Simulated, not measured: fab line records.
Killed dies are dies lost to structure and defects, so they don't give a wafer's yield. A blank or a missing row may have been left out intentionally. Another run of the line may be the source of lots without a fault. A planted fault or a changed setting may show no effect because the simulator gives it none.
fab line records    flow nandHarc    part 2 of 2: steps 19 to 23 of 23
record: lots: 5  wafers: 15  lastDay: 31
route steps=1302 shown A_CHANNEL_HOLE_D1@456
lots that met no fault: from a run of the same line without faults
startH: the number of hours between the record's first day and the start of the first shown wafer of the lot    waitH: hours since the lot's step before    " repeats the value in the row above    L1.1+2: several wafers, shown together as one row    - either no value or no given start    * or withheld: withheld    < > ~ a bound
route shown NAME@n: a module of which the file shows steps, and the number in the route of the first    usual: the fault-free wafers' mean and standard deviation    same: alike in all rows    chamber/n: place in a boat    sites: readings site by site    _std_site: how widely they spread, as a standard deviation    _edge_site: inner sites' mean taken away from outer sites' mean    radiusMm: how far each site lies from the wafer's centre    mask NAME#n: copy n    behind: the tool/chamber that last shaped the wafer    hold: why the lot went on hold/how many hours it stayed there/how the hold came to an end    device: the n, p or np transistor that did not switch    end of line: the same wafers' tests at the end of the route    a step with no rows: only its recipe    killed: not the wafer's yield, but the dies lost to structure and defects at the first sort    map: the dies of a wafer, with x for killed, . for not killed, _ for no die there
set.NAME: the setting as run; set.NAME@STEP: as run at that earlier step    model.NAME: the simulator's own value behind a step, which no gauge read
lots at some steps of the route; a table a step, a row a wafer
services: when a tool's chamber went out of use (startH, in hours from the record's first day, below 0 if earlier), for how many hours, and the reason
== steps ==
step: NHARC_A_CHANNEL_HOLE_D1_ETCH_22
recipe: biasV: 3000  sourceW: withheld  pressureMtorr: 20  timeS: 666.7  arFlowSccm: 375  c4f8FlowSccm: 89.3  o2FlowSccm: 35.7  tempC: -20  targetDepthA: 16000  chemistry: C4F8/O2/Ar
usual: drypumpMotorCurrentA: 6.03/0.13  oesAirLineAu: 1.001/0.02  showerheadPlenumPTorr: 3.72/0.031  tempC: -19.98/0.099  throttleValvePct: 32.154/0.0088
same: timeS: 666.7
lot.wafer  tool        chamber  startH  waitH  drypumpMotorCurrentA  oesAirLineAu  rfHoursCounterH  showerheadPlenumPTorr  tempC   throttleValvePct
L075.1     harEtch-02  1        186.35  0.4    6.19                  1.005         296              3.77                   -20.09  32.152
L075.2     "           0        "       "      5.95                  1.017         296              3.77                   -19.98  32.159
L075.5     "           1        "       "      6.19                  0.998         -                3.77                   -20.05  32.144
L076.2     harEtch-02  0        206.26  0.4    5.95                  0.993         307              3.76                   -20.00  32.170
L076.1     "           1        "       "      6.19                  0.990         307              3.76                   -20.21  32.164
L076.5     "           1        "       "      6.21                  0.990         -                3.76                   -20.08  32.135
L080.1     harEtch-02  1        233.65  0.4    6.20                  0.987         326              3.75                   -20.06  32.153
L080.2     "           0        "       "      5.97                  1.019         326              3.75                   -19.91  32.161
L080.4     "           1        "       "      6.19                  0.986         -                3.75                   -19.98  32.169
L081.1     harEtch-02  0        253.24  0.4    5.98                  1.003         334              3.75                   -19.88  32.166
L081.4     "           0        "       "      6.01                  0.992         -                3.75                   -19.92  32.151
L081.6     "           1        "       "      6.22                  0.986         -                3.75                   -19.85  32.149
L090.2     harEtch-01  0        348.08  0.4    6.08                  0.999         188              3.68                   -19.93  32.132
L090.3     "           1        "       "      5.88                  1.001         -                3.68                   -20.06  32.151
L090.6     "           1        "       "      5.88                  1.000         -                3.68                   -19.96  32.168
step: NHARC_A_CHANNEL_HOLE_D1_ETCH_23
recipe: biasV: 5000  sourceW: withheld  pressureMtorr: 20  timeS: 819  arFlowSccm: 375  c4f8FlowSccm: 89.3  o2FlowSccm: 35.7  tempC: -20  targetDepthA: 16000  chemistry: C4F8/O2/Ar
usual: drypumpMotorCurrentA: 6.03/0.13  oesAirLineAu: 1.000/0.021  showerheadPlenumPTorr: 3.72/0.031  tempC: -19.99/0.1  throttleValvePct: 32.155/0.009
same: timeS: 819
lot.wafer  tool        chamber  startH  waitH  drypumpMotorCurrentA  oesAirLineAu  rfHoursCounterH  showerheadPlenumPTorr  tempC   throttleValvePct
L075.1     harEtch-02  1        186.92  0.5    6.18                  0.952         296              3.77                   -20.03  32.151
L075.2     "           0        "       "      5.96                  1.005         296              3.77                   -20.13  32.150
L075.5     "           1        "       "      6.20                  0.995         -                3.77                   -19.93  32.152
L076.2     harEtch-02  0        206.82  0.5    6.01                  1.016         308              3.76                   -20.11  32.151
L076.1     "           1        "       "      6.19                  0.972         308              3.76                   -19.94  32.163
L076.5     "           1        "       "      6.19                  0.973         -                3.76                   -19.99  32.155
L080.1     harEtch-02  1        234.22  0.5    6.19                  0.998         327              3.75                   -19.99  32.153
L080.2     "           0        "       "      5.93                  0.999         327              3.75                   -20.00  32.154
L080.4     "           1        "       "      6.19                  0.998         -                3.75                   -20.12  32.152
L081.1     harEtch-02  0        253.81  0.5    5.98                  1.001         334              3.74                   -20.04  32.139
L081.4     "           0        "       "      5.98                  1.000         -                3.75                   -20.00  32.140
L081.6     "           1        "       "      6.18                  0.966         -                3.75                   -19.72  32.159
L090.2     harEtch-01  0        348.65  0.5    6.08                  0.999         189              3.68                   -19.95  32.158
L090.3     "           1        "       "      5.85                  0.993         -                3.68                   -20.08  32.149
L090.6     "           1        "       "      5.85                  1.014         -                3.68                   -19.89  32.148
step: NHARC_A_CHANNEL_HOLE_D1_ETCH_24
recipe: biasV: 5000  sourceW: withheld  pressureMtorr: 20  timeS: 906.2  arFlowSccm: 375  c4f8FlowSccm: 93.8  o2FlowSccm: 31.2  tempC: -20  targetDepthA: 15000  chemistry: C4F8/O2/Ar
usual: drypumpMotorCurrentA: 6.03/0.13  oesAirLineAu: 0.998/0.019  showerheadPlenumPTorr: 3.71/0.03  tempC: -20.02/0.11  throttleValvePct: 32.235/0.0093
same: timeS: 906.2
lot.wafer  tool        chamber  startH  waitH  drypumpMotorCurrentA  oesAirLineAu  rfHoursCounterH  showerheadPlenumPTorr  tempC   throttleValvePct
L075.1     harEtch-02  1        187.61  0.6    6.18                  1.000         297              3.76                   -20.06  32.231
L075.2     "           0        "       "      5.98                  1.027         297              3.76                   -19.96  32.234
L075.5     "           1        "       "      6.19                  0.983         -                3.76                   -20.19  32.232
L076.2     harEtch-02  0        207.50  0.6    5.95                  0.985         308              3.75                   -20.20  32.231
L076.1     "           1        "       "      6.18                  1.005         308              3.75                   -20.05  32.248
L076.5     "           1        "       "      6.20                  1.023         -                3.76                   -19.98  32.241
L080.1     harEtch-02  1        234.91  0.6    6.21                  0.976         327              3.74                   -19.84  32.231
L080.2     "           0        "       "      5.98                  0.983         327              3.74                   -19.99  32.247
L080.4     "           1        "       "      6.18                  1.025         -                3.74                   -19.96  32.251
L081.1     harEtch-02  0        254.50  0.6    5.95                  0.989         335              3.74                   -19.85  32.224
L081.4     "           0        "       "      5.97                  0.997         -                3.74                   -19.99  32.238
L081.6     "           1        "       "      6.19                  1.032         -                3.74                   -20.02  32.236
L090.2     harEtch-01  0        349.33  0.6    6.08                  1.015         190              3.67                   -20.09  32.234
L090.3     "           1        "       "      5.83                  1.015         -                3.67                   -20.10  32.222
L090.6     "           1        "       "      5.85                  1.003         -                3.67                   -20.03  32.228
step: NHARC_A_CHANNEL_HOLE_D1_ETCH_25
recipe: biasV: 5000  sourceW: withheld  pressureMtorr: 20  timeS: 1040.2  arFlowSccm: 375  c4f8FlowSccm: 93.8  o2FlowSccm: 31.2  tempC: -20  targetDepthA: 15000  chemistry: C4F8/O2/Ar
usual: drypumpMotorCurrentA: 6.03/0.13  oesAirLineAu: 0.997/0.019  showerheadPlenumPTorr: 3.71/0.03  tempC: -19.98/0.092  throttleValvePct: 32.237/0.0096
same: timeS: 1040.2
lot.wafer  tool        chamber  startH  waitH  drypumpMotorCurrentA  oesAirLineAu  rfHoursCounterH  showerheadPlenumPTorr  tempC   throttleValvePct
L075.1     harEtch-02  1        188.38  0.6    6.16                  0.997         298              3.76                   -19.98  32.251
L075.2     "           0        "       "      5.95                  1.024         298              3.76                   -20.09  32.235
L075.5     "           1        "       "      6.18                  0.988         -                3.76                   -20.07  32.253
L076.2     harEtch-02  0        208.27  0.6    5.98                  1.000         309              3.75                   -20.05  32.247
L076.1     "           1        "       "      6.19                  1.031         309              3.75                   -19.97  32.233
L076.5     "           1        "       "      6.20                  0.976         -                3.75                   -19.92  32.237
L080.1     harEtch-02  1        235.68  0.6    6.21                  0.983         328              3.74                   -20.02  32.229
L080.2     "           0        "       "      6.01                  0.979         328              3.74                   -20.07  32.232
L080.4     "           1        "       "      6.20                  0.968         -                3.74                   -19.85  32.233
L081.1     harEtch-02  0        255.25  0.6    6.00                  1.013         336              3.74                   -19.92  32.234
L081.4     "           0        "       "      5.99                  0.989         -                3.74                   -20.11  32.235
L081.6     "           1        "       "      6.19                  1.000         -                3.74                   -19.92  32.237
L090.2     harEtch-01  0        350.10  0.6    6.09                  1.013         190              3.67                   -19.92  32.241
L090.3     "           1        "       "      5.83                  1.044         -                3.67                   -20.05  32.222
L090.6     "           1        "       "      5.85                  1.024         -                3.67                   -19.91  32.238
step: NHARC_A_CHANNEL_HOLE_D1_ETCH_26
recipe: biasV: 300  sourceW: 2000  pressureMtorr: 30  timeS: 224.1  arFlowSccm: 375  c4f8FlowSccm: 11.4  o2FlowSccm: 113.6  tempC: -20  targetDepthA: 3000  chemistry: C4F8/O2/Ar
usual: drypumpMotorCurrentA: 6.03/0.13  oesAirLineAu: 0.999/0.021  showerheadPlenumPTorr: 3.76/0.032  tempC: -20.01/0.098  throttleValvePct: 24.584/0.0097
same: timeS: 224.1
lot.wafer  tool        chamber  startH  waitH  drypumpMotorCurrentA  oesAirLineAu  rfHoursCounterH  showerheadPlenumPTorr  tempC   throttleValvePct
L075.1     harEtch-02  1        189.27  0.7    6.20                  1.032         299              3.81                   -20.06  24.581
L075.2     "           0        "       "      5.98                  1.034         299              3.81                   -19.91  24.577
L075.5     "           1        "       "      6.20                  1.001         -                3.81                   -19.93  24.585
L076.2     harEtch-02  0        209.14  0.7    5.92                  0.988         310              3.81                   -19.72  24.609
L076.1     "           1        "       "      6.20                  0.995         310              3.81                   -19.90  24.563
L076.5     "           1        "       "      6.20                  0.983         -                3.81                   -19.97  24.584
L080.1     harEtch-02  1        236.56  0.7    6.19                  1.006         329              3.80                   -19.99  24.590
L080.2     "           0        "       "      5.99                  0.965         329              3.80                   -19.95  24.589
L080.4     "           1        "       "      6.19                  1.006         -                3.80                   -20.01  24.577
L081.1     harEtch-02  0        256.13  0.7    6.00                  0.977         337              3.79                   -19.98  24.578
L081.4     "           0        "       "      5.99                  1.006         -                3.79                   -20.10  24.576
L081.6     "           1        "       "      6.18                  0.978         -                3.79                   -20.12  24.598
L090.2     harEtch-01  0        350.97  0.7    6.08                  1.018         191              3.72                   -19.94  24.602
L090.3     "           1        "       "      5.86                  0.980         -                3.72                   -19.97  24.578
L090.6     "           1        "       "      5.84                  1.014         -                3.72                   -20.05  24.583
== services ==
tool            chamber  startH  hours  kind
rieDiel-04      -        177.90  9.0    pm
lithoTrack-06   -        179.00  7.0    pm
arfiScanner-01  -        192.16  0.9    repair
arfiScanner-03  -        196.00  4.0    pm
rieDiel-09      1        197.35  3.9    repair
rieDiel-09      0        198.03  3.8    repair
rieDiel-04      2        200.64  8.6    repair
lithoTrack-04   -        203.00  7.0    pm
rieDiel-09      2        208.66  46.3   repair
arfiScanner-03  -        230.94  1.3    repair
arfiScanner-02  -        247.11  2.0    repair
arfiScanner-01  -        252.00  4.0    pm
rieDiel-09      2        260.02  6.7    repair
rieDiel-04      1        266.50  7.5    repair
arfiScanner-03  -        275.86  0.7    repair
harEtch-02      1        302.21  -      consumableReplace:focusRing
arfiScanner-02  -        312.00  4.0    pm
rieDiel-09      -        320.23  9.0    pm
rieDiel-04      3        323.23  3.2    repair
harEtch-02      -        327.22  4.0    repair
rieDiel-04      -        328.70  0.8    repair
lithoTrack-01   -        330.00  7.0    pm
arfiScanner-02  -        340.89  1.0    repair
arfiScanner-03  -        347.16  0.7    repair
